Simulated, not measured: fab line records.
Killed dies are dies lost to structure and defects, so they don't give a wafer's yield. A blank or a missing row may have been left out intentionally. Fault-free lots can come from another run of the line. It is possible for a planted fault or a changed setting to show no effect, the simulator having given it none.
Split-lot experiment :: flow n5_finfet :: 21 wafers read across 7 lots, on a route 1938 steps long

== THE SPLIT ==
At N5_BEOL_M5_COAT_66 (time 60 s, resist thk 12 nm), the setting spin_rpm was moved away from the recipe's 1500 rpm on 8 of the 21 wafers read, by -11.0% to +7.7%. The other wafers ran this setting at the recipe's value.

Reading taken at the split's own step.

== THE READING ==
SiARC_of_BEOL_M5_COAT_66.thk_nm (the simulator's own value, which no gauge read), in nm, at N5_BEOL_M5_COAT_66 (time 60 s, resist thk 12 nm). The file does not state a usual value for it.

wafer: L077.1
tool, chamber at the split: litho_track-03, 0
spin_rpm as run, rpm: 1500
against the recipe: recipe
SiARC_of_BEOL_M5_COAT_66.thk_nm, nm: 12
against lot-mates on the recipe: -

wafer: L077.2
tool, chamber at the split: litho_track-03, 0
spin_rpm as run, rpm: 1555
against the recipe: +3.7%
SiARC_of_BEOL_M5_COAT_66.thk_nm, nm: 11.8
against lot-mates on the recipe: -0.2

wafer: L077.6
tool, chamber at the split: litho_track-03, 0
spin_rpm as run, rpm: 1555
against the recipe: +3.7%
SiARC_of_BEOL_M5_COAT_66.thk_nm, nm: 11.8
against lot-mates on the recipe: -0.2

wafer: L076.1
tool, chamber at the split: litho_track-03, 0
spin_rpm as run, rpm: 1587
against the recipe: +5.8%
SiARC_of_BEOL_M5_COAT_66.thk_nm, nm: 11.6
against lot-mates on the recipe: -0.4

wafer: L076.3
tool, chamber at the split: litho_track-03, 0
spin_rpm as run, rpm: 1500
against the recipe: recipe
SiARC_of_BEOL_M5_COAT_66.thk_nm, nm: 12
against lot-mates on the recipe: -

wafer: L076.5
tool, chamber at the split: litho_track-03, 0
spin_rpm as run, rpm: 1500
against the recipe: recipe
SiARC_of_BEOL_M5_COAT_66.thk_nm, nm: 12
against lot-mates on the recipe: -

wafer: L079.4
tool, chamber at the split: litho_track-05, 0
spin_rpm as run, rpm: 1500
against the recipe: recipe
SiARC_of_BEOL_M5_COAT_66.thk_nm, nm: 12
against lot-mates on the recipe: -

wafer: L079.5
tool, chamber at the split: litho_track-05, 0
spin_rpm as run, rpm: 1583
against the recipe: +5.5%
SiARC_of_BEOL_M5_COAT_66.thk_nm, nm: 11.8
against lot-mates on the recipe: -0.2

wafer: L079.6
tool, chamber at the split: litho_track-05, 0
spin_rpm as run, rpm: 1583
against the recipe: +5.5%
SiARC_of_BEOL_M5_COAT_66.thk_nm, nm: 11.8
against lot-mates on the recipe: -0.2

wafer: L082.2
tool, chamber at the split: litho_track-02, 0
spin_rpm as run, rpm: 1500
against the recipe: recipe
SiARC_of_BEOL_M5_COAT_66.thk_nm, nm: 12
against lot-mates on the recipe: -

wafer: L082.3
tool, chamber at the split: litho_track-02, 0
spin_rpm as run, rpm: 1500
against the recipe: recipe
SiARC_of_BEOL_M5_COAT_66.thk_nm, nm: 12
against lot-mates on the recipe: -

wafer: L082.5
tool, chamber at the split: litho_track-02, 0
spin_rpm as run, rpm: 1500
against the recipe: recipe
SiARC_of_BEOL_M5_COAT_66.thk_nm, nm: 12
against lot-mates on the recipe: -

wafer: L081.1
tool, chamber at the split: litho_track-03, 0
spin_rpm as run, rpm: 1500
against the recipe: recipe
SiARC_of_BEOL_M5_COAT_66.thk_nm, nm: 12
against lot-mates on the recipe: -

wafer: L081.6
tool, chamber at the split: litho_track-03, 0
spin_rpm as run, rpm: 1500
against the recipe: recipe
SiARC_of_BEOL_M5_COAT_66.thk_nm, nm: 12
against lot-mates on the recipe: -

wafer: L081.5
tool, chamber at the split: litho_track-03, 0
spin_rpm as run, rpm: 1615
against the recipe: +7.7%
SiARC_of_BEOL_M5_COAT_66.thk_nm, nm: 11.6
against lot-mates on the recipe: -0.4

wafer: L087.1
tool, chamber at the split: litho_track-05, 0
spin_rpm as run, rpm: 1500
against the recipe: recipe
SiARC_of_BEOL_M5_COAT_66.thk_nm, nm: 12
against lot-mates on the recipe: -

wafer: L087.2
tool, chamber at the split: litho_track-05, 0
spin_rpm as run, rpm: 1500
against the recipe: recipe
SiARC_of_BEOL_M5_COAT_66.thk_nm, nm: 12
against lot-mates on the recipe: -

wafer: L087.4
tool, chamber at the split: litho_track-05, 0
spin_rpm as run, rpm: 1500
against the recipe: recipe
SiARC_of_BEOL_M5_COAT_66.thk_nm, nm: 12
against lot-mates on the recipe: -

wafer: L086.1
tool, chamber at the split: litho_track-03, 0
spin_rpm as run, rpm: 1500
against the recipe: recipe
SiARC_of_BEOL_M5_COAT_66.thk_nm, nm: 12
against lot-mates on the recipe: -

wafer: L086.2
tool, chamber at the split: litho_track-03, 0
spin_rpm as run, rpm: 1335
against the recipe: -11.0%
SiARC_of_BEOL_M5_COAT_66.thk_nm, nm: 12.8
against lot-mates on the recipe: +0.8

wafer: L086.4
tool, chamber at the split: litho_track-03, 0
spin_rpm as run, rpm: 1335
against the recipe: -11.0%
SiARC_of_BEOL_M5_COAT_66.thk_nm, nm: 12.8
against lot-mates on the recipe: +0.8

THE FIT
A straight line over all 21 wafers: SiARC_of_BEOL_M5_COAT_66.thk_nm changes by -0.0638 nm for each +1% of spin_rpm; r = -0.98; the points scatter about the line by 0.055 nm.
The same after taking each lot's own level away (the mean of its wafers on the recipe; 21 wafers): -0.0638 nm for each +1%; r = -0.98; scatter 0.055 nm.
That fit puts the effect of the largest move of spin_rpm on the reading at 0.7 nm.
The lots' own levels span 12.00 to 12.00 nm.
The two slopes agree, so the slope changes little with the lot-to-lot level.
Check: for one of the wafers moved furthest among these (-11.0%), held out of the fit, the line's prediction against its lot-mates is +0.693 nm. It came out at +0.8 nm against them.

== OTHER SPLITS ON THESE WAFERS ==
Note: prior to the reading, these wafers also went through further splits. Each is held against what the fit with the lots' levels taken away leaves over:
other split on the same wafers: N5_BEOL_M2_PECVD_72 temp_c
wafers away from the commonest value: 6
r with SiARC_of_BEOL_M5_COAT_66.thk_nm (lot level and that fit taken away): +0.07

other split on the same wafers: N5_BEOL_M3_HM_DEP_02 target_thk_a
wafers away from the commonest value: 8
r with SiARC_of_BEOL_M5_COAT_66.thk_nm (lot level and that fit taken away): +0.24

other split on the same wafers: N5_BEOL_M3_COAT_73 temp_c
wafers away from the commonest value: 7
r with SiARC_of_BEOL_M5_COAT_66.thk_nm (lot level and that fit taken away): +0.24

other split on the same wafers: N5_BEOL_M3_TRENCH_ETCH_37 bias_w
wafers away from the commonest value: 6
r with SiARC_of_BEOL_M5_COAT_66.thk_nm (lot level and that fit taken away): -0.03

other split on the same wafers: N5_BEOL_M3_ETCH_41 target_depth_a
wafers away from the commonest value: 8
r with SiARC_of_BEOL_M5_COAT_66.thk_nm (lot level and that fit taken away): +0.55

other split on the same wafers: N5_BEOL_M4_VIA_ETCH_34 source_w
wafers away from the commonest value: 7
r with SiARC_of_BEOL_M5_COAT_66.thk_nm (lot level and that fit taken away): +0.50

other split on the same wafers: N5_BEOL_M4_TRENCH_ETCH_37 bias_w
wafers away from the commonest value: 6
r with SiARC_of_BEOL_M5_COAT_66.thk_nm (lot level and that fit taken away): +0.39

== FILE'S OWN FIT ==
SiARC_of_BEOL_M5_COAT_66.thk_nm changes by -0.0622 nm for each +1% of spin_rpm, r = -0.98.
